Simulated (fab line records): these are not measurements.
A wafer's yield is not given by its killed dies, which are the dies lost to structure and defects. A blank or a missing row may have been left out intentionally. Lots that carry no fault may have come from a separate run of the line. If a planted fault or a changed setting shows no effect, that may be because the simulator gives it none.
Chamber matching	flow n5 finfet	N5_HKMG_FIN_PWFM_ALD_03 on ald metal-01: 4 sister chambers
The step deposits TiN, target thk 2 nm, pulse time 1 s, purge time 3 s. 8 wafers are shown with their chamber, then 7 later ones without.

== WAFERS WITH THEIR CHAMBER ==
wafer	chamber	heater power outer w (W)	heater power w (W)
L077.3	3	505	917
L083.5	1	549	985
L084.5	3	512	931
L086.1	1	559	979
L086.3	2	636	1070
L086.4	0	453	782
L094.1	2	654	1047
L094.2	0	452	766

== WAFERS WITHOUT THEIR CHAMBER ==
wafer	heater power outer w (W)	heater power w (W)
L094.5	641	1044
L095.2	641	1041
L095.3	503	928
L095.5	643	1093
L097.2	444	779
L097.3	618	1035
L097.6	547	980

== EACH ONE'S CHAMBER ==
wafer	from the rows above	in truth
L094.5	2	2
L095.2	2	2
L095.3	3	3
L095.5	2	2
L097.2	0	0
L097.3	2	2
L097.6	1	1
Correct placement for 7 of the 7. Number that these rows cannot place: 0. Placed wrongly: 0.
How it was worked out, from the rows above alone: a wafer's distance from a chamber is the root of the sum, over the readings, of the square of ((its reading less the chamber's mean) divided by the reading's scatter). The wafer belongs to the nearest chamber; if the next one is less than 2 further off, it can't be placed. A chamber's mean is the mean of its shown wafers. The scatter is the square root of a quotient: the sum, over the shown wafers, of each reading's squared deviation from its chamber's mean, divided by wafers minus chambers.
